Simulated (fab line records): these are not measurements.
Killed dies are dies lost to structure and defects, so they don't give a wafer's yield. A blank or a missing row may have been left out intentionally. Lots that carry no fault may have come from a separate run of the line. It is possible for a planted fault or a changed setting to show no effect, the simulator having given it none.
fab line records | flow n5_finfet
record: lots: 10 wafers: 30 last_day: 17
route steps=1938 shown BEOL_M4@1111 BEOL_M12@1652 BEOL_M13@1660 PASSIVATION@1936
lots that met no fault: taken from a fault-free run of the same line
start_h: the number of hours between the record's first day and the start of the first shown wafer of the lot | wait_h: hours since the lot's step before | " identical to the entry in the row above | L1.1+2: several wafers, shown together as one row | - no value, or no start was given | * or withheld: withheld | < > ~ a bound
route shown NAME@n: NAME is a module with steps in the file, n the number in the route of the first one | usual: mean/standard deviation taken from wafers without a fault | same: alike in all rows | chamber/n: place in a boat | sites: the reading at each site | _std_site: standard deviation across them | _edge_site: the outer-site mean with the inner-site mean subtracted | radius_mm: for every site, how far away it sits from the centre of the wafer | mask NAME#n: copy n | behind: the last tool/chamber to shape the wafer | hold: why the lot went on hold/how many hours it stayed there/how the hold came to an end | device: the transistor (n, p or np) that didn't switch | end of line: the route-end tests of the same wafers | a step without rows: its recipe alone | killed: count of dies lost to structure and defects at first sort (not the wafer's yield) | map: per-die view of a wafer (x killed, . not killed, _ where there is no die)
set.NAME: the setting as run; set.NAME@STEP: as run at that earlier step | model.NAME: the simulator's own value behind a step, which no gauge read
a sample of lots followed through the steps of the route, with each step as a table and each wafer as a row
services: the hour from which a tool's chamber was out of use, counted from the record's first day as start_h (under 0 if before that day), plus the number of hours and why
== steps ==
step: N5_BEOL_M4_RC_MEAS_101
usual: DIBL_N: 36.4/1.5 DIBL_P: 36.4/1.6 IOFF_N: 0.164/0.025 IOFF_P: 0.214/0.028 ION_N: 675/9.9 ION_P: 463/6.5 SS_N: 71.5/0.5 SS_P: 73.3/0.56 VT_N: 249.2/2.7 VT_P: -250.1/2.8
columns lot.wafer tool chamber start_h wait_h DIBL_N[mV/V] DIBL_P[mV/V] IOFF_N[nA/um] IOFF_P[nA/um] ION_N[uA/um] ION_P[uA/um] SS_N[mV/dec] SS_P[mV/dec] VT_N[mV] VT_P[mV]
L177.1 prober-02 0 164.19 0.0 36.5 35.4 0.134 0.171 664 453 71.2 73.7 250.4 -256.0
L177.5 " 0 " " 37.0 36.7 0.155 0.186 688 458 70.7 73.7 248.1 -253.7
L177.6 " 0 " " 37.2 36.3 0.149 0.185 660 451 70.8 73.2 251.0 -256.5
L180.1 prober-01 0 183.12 0.0 36.4 36.9 0.153 0.173 671 455 71.8 73.3 248.6 -253.4
L180.2 " 0 " " 34.1 34.1 0.111 0.145 657 440 70.8 72.7 256.2 -257.7
L180.6 " 0 " " 35.7 35.4 0.134 0.160 656 447 71.7 73.6 252.8 -254.4
L182.4 prober-01 0 195.83 0.5 36.7 33.8 0.152 0.187 670 459 71.3 72.3 250.7 -252.1
L182.5 " 0 " " 38.0 35.8 0.176 0.214 691 470 71.4 74.1 247.4 -250.6
L182.6 " 0 " " 37.8 35.7 0.173 0.210 678 457 72.0 73.6 246.8 -251.4
L183.1 prober-01 0 204.93 0.0 37.0 38.9 0.179 0.242 677 462 72.6 72.9 247.9 -251.3
L183.3 " 0 " " 37.1 39.1 0.171 0.249 676 464 72.4 73.9 250.5 -248.7
L183.4 " 0 " " 35.8 37.2 0.159 0.212 677 466 71.5 73.1 251.4 -248.6
L185.2 prober-01 0 213.79 0.2 35.3 38.5 0.150 0.253 665 468 71.6 73.5 251.1 -244.9
L185.3 " 0 " " 35.9 37.9 0.158 0.246 671 469 71.8 74.0 251.9 -246.6
L185.6 " 0 " " 35.8 37.8 0.153 0.246 669 462 71.8 73.8 252.0 -245.0
L191.1 prober-01 0 243.32 0.0 37.4 38.4 0.186 0.244 676 466 71.7 73.3 248.0 -251.3
L191.2 " 0 " " 37.2 38.6 0.181 0.239 677 464 71.7 73.4 249.7 -250.6
L191.3 " 0 " " 37.9 38.8 0.203 0.244 679 458 72.0 73.5 248.6 -246.8
L193.1 prober-02 0 269.79 0.4 36.1 35.7 0.175 0.209 686 466 71.6 72.9 244.6 -251.3
L193.2 " 0 " " 34.7 34.1 0.146 0.191 675 464 71.5 72.1 250.2 -250.9
L193.5 " 0 " " 36.1 36.0 0.174 0.210 682 459 71.4 73.4 249.9 -251.5
L194.3 prober-01 0 272.41 0.3 37.9 38.7 0.222 0.244 696 468 72.3 73.6 246.7 -248.5
L194.4 " 0 " " 36.9 37.5 0.207 0.225 697 468 71.7 74.4 245.8 -249.9
L194.6 " 0 " " 38.5 39.4 0.247 0.256 703 469 71.3 74.2 242.5 -246.1
L195.1 prober-02 0 276.77 0.0 36.6 36.1 0.169 0.222 680 464 72.2 74.0 246.4 -247.6
L195.3 " 0 " " 37.7 37.9 0.189 0.250 681 469 71.9 73.8 244.4 -248.1
L195.6 " 0 " " 36.6 36.4 0.160 0.222 669 469 72.1 74.0 248.8 -249.1
L199.1 prober-02 0 304.01 0.7 35.5 35.8 0.140 0.200 660 457 71.3 72.4 250.5 -249.5
L199.3 " 0 " " 36.0 36.8 0.158 0.221 670 465 72.0 73.2 249.4 -250.0
L199.5 " 0 " " 36.3 36.5 0.155 0.216 665 464 71.7 72.3 251.5 -250.7
step: N5_BEOL_M12_ANNEAL_48
recipe: temp_c: 225 time_s: 90 ambient: N2
usual: wafer_temp_C_max: 226.5/0.36
columns lot.wafer tool chamber start_h wait_h wafer_temp_C_max
L177.1 rtp_anneal-02 0 229.41 0.3 226.3
L177.5 " 0 " " 226.5
L177.6 " 0 " " 226.7
L180.1 rtp_anneal-01 0 250.44 0.1 226.4
L180.2 " 0 " " 226.6
L180.6 " 0 " " 226.1
L182.4 rtp_anneal-02 0 258.72 0.2 226.5
L182.5 " 0 " " 226.5
L182.6 " 0 " " 227.1
L183.1 rtp_anneal-02 0 267.59 0.2 226.7
L183.3 " 0 " " 226.7
L183.4 " 0 " " 227.3
L185.2 rtp_anneal-02 0 275.68 0.2 227.0
L185.3 " 0 " " 226.6
L185.6 " 0 " " 227.0
L191.1 rtp_anneal-01 0 309.26 0.1 225.9
L191.2 " 0 " " 225.9
L191.3 " 0 " " 225.9
L193.1 rtp_anneal-01 0 330.37 0.1 226.1
L193.2 " 0 " " 226.2
L193.5 " 0 " " 225.9
L194.3 rtp_anneal-01 0 336.79 0.3 226.4
L194.4 " 0 " " 226.3
L194.6 " 0 " " 225.8
L195.1 rtp_anneal-02 0 346.68 0.1 226.6
L195.3 " 0 " " 226.3
L195.6 " 0 " " 226.3
L199.1 rtp_anneal-02 0 379.35 0.1 226.8
L199.3 " 0 " " 226.5
L199.5 " 0 " " 226.7
step: N5_BEOL_M13_THK_MEAS_01
recipe: reads: SiOC_of_BEOL_M13_ILD_DEP_00
usual: M13_ILD_THK: 836/11
columns lot.wafer tool chamber start_h wait_h M13_ILD_THK[nm]
L177.1 film_metro-02 - 230.37 0.1 808
L177.5 " - " " 821
L177.6 " - " " 824
L180.1 film_metro-01 - 251.37 0.1 831
L180.2 " - " " 835
L180.6 " - " " 848
L182.4 film_metro-01 - 260.80 0.0 862
L182.5 " - " " 865
L182.6 " - " " 854
L183.1 film_metro-01 - 268.57 0.1 836
L183.3 " - " " 836
L183.4 " - " " 846
L185.2 film_metro-02 - 276.87 0.2 832
L185.3 " - " " 845
L185.6 " - " " 850
L191.1 film_metro-02 - 310.23 0.1 832
L191.2 " - " " 846
L191.3 " - " " 823
L193.1 film_metro-01 - 331.33 0.1 827
L193.2 " - " " 824
L193.5 " - " " 837
L194.3 film_metro-01 - 337.84 0.1 821
L194.4 " - " " 846
L194.6 " - " " 841
L195.1 film_metro-01 - 347.64 0.1 825
L195.3 " - " " 820
L195.6 " - " " 827
L199.1 film_metro-02 - 380.47 0.1 822
L199.3 " - " " 832
L199.5 " - " " 846
step: N5_BEOL_M13_STRIP_64
recipe: chemistry: N2/H2 power_w: 1000 temp_c: 250 h2_frac: 0.65 overash_fraction: 0.3 pressure_mtorr: withheld n2_flow_sccm: 1750 h2_flow_sccm: 3250
usual: drypump_motor_current_A: 5.89/0.18 h2_flow_sccm: 3250/8.8 heater_power_w: 312/23 oes_product_au: 0.715/0.0048 strip_time_to_endpoint_s: 31.32/0.063
columns lot.wafer tool chamber start_h wait_h drypump_motor_current_A h2_flow_sccm heater_power_w oes_product_au rf_hours_counter_h strip_time_to_endpoint_s
L177.1 plasma_asher-01 1 231.27 0.0 6.01 3259 306 0.726 67 31.40
L177.5 " 1 " " 5.99 3256 299 0.713 - 31.33
L177.6 " 0 " " 5.63 3260 345 0.716 - 31.40
L180.1 plasma_asher-01 0 252.14 0.0 5.61 3248 336 0.715 71 31.28
L180.2 " 1 " " 6.00 3236 305 0.704 71 31.34
L180.6 " 0 " " 5.63 3251 343 0.717 - 31.33
L182.4 plasma_asher-02 0 261.71 0.0 - - - - - -
L182.5 " 1 " " - - - - - -
L182.6 " 0 " " - - - - - -
L183.1 plasma_asher-01 1 269.47 0.0 - - - - - -
L183.3 " 1 " " - - - - - -
L183.4 " 0 " " - - - - - -
L185.2 plasma_asher-01 0 277.77 0.0 - - - - - -
L185.3 " 1 " " - - - - - -
L185.6 " 0 " " - - - - - -
L191.1 plasma_asher-01 0 311.01 0.0 5.62 3244 342 0.710 83 31.29
L191.2 " 1 " " 5.96 3251 305 0.726 83 31.33
L191.3 " 0 " " 5.60 3229 337 0.713 - 31.21
L193.1 plasma_asher-01 0 332.23 0.0 5.60 3255 343 0.704 87 31.33
L193.2 " 1 " " 6.00 3252 296 0.711 87 31.27
L193.5 " 1 " " 5.99 3252 300 0.712 - 31.32
L194.3 plasma_asher-01 0 338.76 0.0 5.60 3257 340 0.712 - 31.32
L194.4 " 1 " " 6.01 3244 298 0.715 - 31.33
L194.6 " 0 " " 5.59 3238 342 0.719 - 31.26
L195.1 plasma_asher-02 1 348.56 0.0 5.90 3239 276 0.724 142 31.41
L195.3 " 1 " " 5.91 3249 276 0.707 - 31.34
L195.6 " 0 " " 6.13 3239 320 0.718 - 31.37
L199.1 plasma_asher-01 0 381.44 0.0 5.63 3262 348 0.717 96 31.19
L199.3 " 0 " " 5.63 3250 343 0.712 - 31.13
L199.5 " 0 " " 5.62 3269 342 0.718 - 31.25
step: N5_BEOL_M13_CD_MEAS_17
recipe: target_cd_nm: 190 polarity: opening
usual: cd_nm: 191.0/1.7
columns lot.wafer tool chamber start_h wait_h cd_nm
L177.1 cd_sem-03 - 231.41 0.0 188.7
L177.5 " - " " 188.1
L177.6 " - " " 188.2
L180.1 cd_sem-02 - 252.29 0.0 189.5
L180.2 " - " " 190.3
L180.6 " - " " 190.5
L182.4 cd_sem-02 - 261.85 0.0 192.1
L182.5 " - " " 192.9
L182.6 " - " " 193.7
L183.1 cd_sem-03 - 269.62 0.0 191.0
L183.3 " - " " 189.5
L183.4 " - " " 191.7
L185.2 cd_sem-03 - 277.93 0.0 194.1
L185.3 " - " " 195.1
L185.6 " - " " 193.1
L191.1 cd_sem-01 - 311.16 0.0 189.7
L191.2 " - " " 191.2
L191.3 " - " " 188.8
L193.1 cd_sem-01 - 332.38 0.0 191.6
L193.2 " - " " 191.5
L193.5 " - " " 192.0
L194.3 cd_sem-03 - 338.89 0.0 189.8
L194.4 " - " " 189.0
L194.6 " - " " 189.4
L195.1 cd_sem-02 - 348.74 0.0 190.2
L195.3 " - " " 190.5
L195.6 " - " " 191.5
L199.1 cd_sem-03 - 381.58 0.0 188.9
L199.3 " - " " 187.1
L199.5 " - " " 188.7
step: N5_PASSIVATION_PROBE_49
usual: defect_limited_yield: 91.1/1.4 killed_at_M0_to_M3: 35/8.7 killed_at_M4_up: 14/5.3 killed_at_contacts: 12/6.2 killed_at_front_end: 41/12 killed_at_other: 3.4/2.6 killed_dies: 105/16 killed_on_rim: 14/3.8 killed_open: 67/13 killed_short: 36/7.3 sort_bin_5_function: 5.2/0.96 sort_bin_6_memory: 3.3/0.6 sort_n_pass: 1075/16 sort_yield_pct: 91.1/1.4
same: gross_dies: 1180 killed_at_back_side: 0 sort_bin_4_leakage[%]: 0 sort_bin_8_speed[%]: 0
columns lot.wafer tool chamber start_h wait_h defect_limited_yield[%] killed_at_M0_to_M3 killed_at_M4_up killed_at_contacts killed_at_front_end killed_at_other killed_dies killed_on_rim killed_open killed_short sort_bin_5_function[%] sort_bin_6_memory[%] sort_n_pass sort_yield_pct[%]
L182.4 prober-01 - 290.67 0.4 47.0 45 531 9 39 1 625 145 78 32 49.6 3.1 555 47.0
L182.5 prober-01 - 290.72 0.4 47.6 42 517 7 52 0 618 143 66 41 48.7 3.1 562 47.6
L182.6 prober-01 - 290.77 0.5 45.8 47 512 10 66 5 640 127 92 42 49.5 4.3 540 45.8
L183.1 prober-01 - 305.14 0.0 45.8 46 514 5 69 5 639 25 83 52 50.1 3.6 541 45.8
L183.3 prober-01 - 305.24 0.1 46.9 42 531 6 47 1 627 44 69 35 49.9 3.0 553 46.9
L183.4 prober-01 - 305.29 0.2 45.8 33 535 8 63 0 639 30 67 46 50.6 3.2 541 45.8
L185.2 prober-01 - 318.68 0.1 50.5 23 506 12 39 4 584 133 60 30 46.3 3.0 596 50.5
L185.3 prober-01 - 318.73 0.1 47.2 25 551 9 35 3 623 101 48 32 49.1 3.5 557 47.2
L185.6 prober-01 - 318.88 0.3 49.6 27 529 9 29 1 595 46 49 32 47.3 3.1 585 49.6
killed by level:class
L182.4 BEOL_M13:area_sputter=515 BEOL_M1:geometric_particle:open=14 FIN_SAQP:geometric_particle:open=11 BEOL_M2:geometric_particle:open=10 FIN_SAQP:geometric_particle:short=9 BEOL_M3:geometric_particle:open=8 MOL_CONTACT_COAG:geometric_particle:open=7 GATE_CUT:geometric_particle:short=5
L182.5 BEOL_M13:area_sputter=507 FIN_SAQP:geometric_particle:open=19 FIN_SAQP:geometric_particle:short=14 BEOL_M0_SAQP:geometric_particle:open=8 GATE_CUT:geometric_particle:short=6 MOL_CONTACT_COAG:geometric_particle:open=6 BEOL_M0_SAQP:geometric_particle:short=6 BEOL_M1:geometric_particle:open=6
L182.6 BEOL_M13:area_sputter=506 FIN_SAQP:geometric_particle:open=23 BEOL_M0_SAQP:geometric_particle:open=20 FIN_SAQP:geometric_particle:short=17 STI_FIN_REVEAL:geometric_particle:open=15 BEOL_M0_SAQP:geometric_particle:short=11 BEOL_M3:geometric_particle:open=8 BEOL_M1:geometric_particle:open=7
L183.1 BEOL_M13:area_sputter=503 FIN_SAQP:geometric_particle:open=20 FIN_SAQP:geometric_particle:short=15 BEOL_M1:geometric_particle:open=12 BEOL_M0_SAQP:geometric_particle:short=11 BEOL_M0_SAQP:geometric_particle:open=8 STI_FIN_REVEAL:geometric_particle:open=6 DUMMY_GATE:geometric_particle:open=6
L183.3 BEOL_M13:area_sputter=523 FIN_SAQP:geometric_particle:open=14 BEOL_M0_SAQP:geometric_particle:open=10 STI_FIN_REVEAL:geometric_particle:open=9 BEOL_M0_SAQP:geometric_particle:short=9 BEOL_M1:geometric_particle:open=8 BEOL_M1:geometric_particle:short=6 FIN_SAQP:geometric_particle:short=5
L183.4 BEOL_M13:area_sputter=522 FIN_SAQP:geometric_particle:open=17 BEOL_M0_SAQP:geometric_particle:open=15 FIN_SAQP:geometric_particle:short=14 GATE_CUT:geometric_particle:short=11 BEOL_M0_SAQP:geometric_particle:short=8 STI_FIN_REVEAL:geometric_particle:open=6 GATE_CUT:geometric_particle:open=6
L185.2 BEOL_M13:area_sputter=491 MOL_CONTACT_COAG:geometric_particle:open=10 BEOL_M2:geometric_particle:open=10 FIN_SAQP:geometric_particle:short=6 DUMMY_GATE:geometric_particle:open=6 BEOL_M4:geometric_particle:open=5 FIN_SAQP:geometric_particle:open=4 STI_FIN_REVEAL:geometric_particle:open=4
L185.3 BEOL_M13:area_sputter=539 FIN_SAQP:geometric_particle:short=8 FIN_SAQP:geometric_particle:open=8 MOL_CONTACT_COAG:geometric_particle:open=8 BEOL_M3:geometric_particle:short=6 STI_FIN_REVEAL:geometric_particle:open=5 BEOL_M0_SAQP:geometric_particle:open=5 BEOL_M2:geometric_particle:open=5
L185.6 BEOL_M13:area_sputter=514 BEOL_M1:geometric_particle:open=10 FIN_SAQP:geometric_particle:open=8 FIN_SAQP:geometric_particle:short=7 MOL_CONTACT_COAG:geometric_particle:open=7 BEOL_M4:geometric_particle:open=6 BEOL_M0_SAQP:geometric_particle:short=4 STI_FIN_REVEAL:geometric_particle:open=3
== services ==
columns tool chamber start_h hours kind
plasma_asher-02 - 362.57 1.3 repair
== key ==
first_sign: step: N5_BEOL_M13_STRIP_64 reading: tool_record direction: missing
effect: step: N5_PASSIVATION_PROBE_49 reading: killed_at_M4_up direction: up sigmas: 96 usual: 14 struck: 525
more_kills_born_at: N5_BEOL_M13_SPUTTER_43@pvd_sputter-02: 3072 N5_BEOL_M13_SPUTTER_43@pvd_sputter-03: 1548
met_at N5_BEOL_M13_STRIP_64
struck_lots L182,L183,L185
not_acting_at N5_BEOL_M12_ANNEAL_48,N5_BEOL_M13_THK_MEAS_01,N5_BEOL_M13_CD_MEAS_17
onset_between 252.14 261.71
fault: kind: skipped_step_whole tool: plasma_asher-01,plasma_asher-02 chamber: - onset_h: 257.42 steps: N5_BEOL_M13_STRIP_64 scope: struck_lots_only
